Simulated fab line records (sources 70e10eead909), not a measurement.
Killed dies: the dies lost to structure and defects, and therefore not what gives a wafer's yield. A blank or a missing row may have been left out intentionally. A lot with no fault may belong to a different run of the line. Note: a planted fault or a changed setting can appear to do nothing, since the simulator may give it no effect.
Chamber matching    flow nand_harc    ald_metal-01 running NHARC_P_CONTACT_ALD_22: 4 sister chambers
The step deposits TiN, target thk 3 nm, pulse time 1 s, ald cycles 150. 8 wafers are shown with their chamber, then 11 later ones without.

## WAFERS WITH THEIR CHAMBER
wafer   chamber  heater_power_w (W)  heater_power_outer_w (W)
L080.5  0        1039                649
L081.2  0        1024                627
L084.2  1        1046                648
L084.6  2        946                 622
L085.4  3        1054                672
L085.5  1        1053                654
L085.6  2        944                 609
L087.2  3        1026                672

## WAFERS WHOSE CHAMBER IS MISSING
wafer   heater_power_w (W)  heater_power_outer_w (W)
L087.5  1062                630
L087.6  1028                637
L089.1  1034                679
L089.3  950                 611
L089.6  1040                635
L094.1  944                 622
L094.2  1026                669
L094.5  1050                671
L096.3  1034                677
L096.5  1043                675
L096.6  961                 624

## WHICH CHAMBER EACH WENT THROUGH
wafer   from the rows above      in truth
L087.5  can't be placed: 1 or 0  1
L087.6  0                        0
L089.1  3                        3
L089.3  2                        2
L089.6  can't be placed: 0 or 1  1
L094.1  2                        2
L094.2  can't be placed: 3 or 1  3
L094.5  can't be placed: 3 or 1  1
L096.3  3                        3
L096.5  3                        3
L096.6  2                        2
Placed correctly: 7 of 11. Cannot be placed on the basis of these rows: 4; the candidates contain the true chamber in 4. 0 placed wrongly.
How it was worked out, from the rows above alone: a wafer's distance from a chamber is the root of the sum, over the readings, of the square of ((its reading less the chamber's mean) divided by the reading's scatter). The wafer belongs to the nearest chamber; if the next one is less than 2 further off, it can't be placed. Each chamber's mean is taken over the wafers shown for it. The scatter: take each reading less its chamber's mean, square it, sum over the shown wafers, divide by the number of wafers less the number of chambers, and take the root.
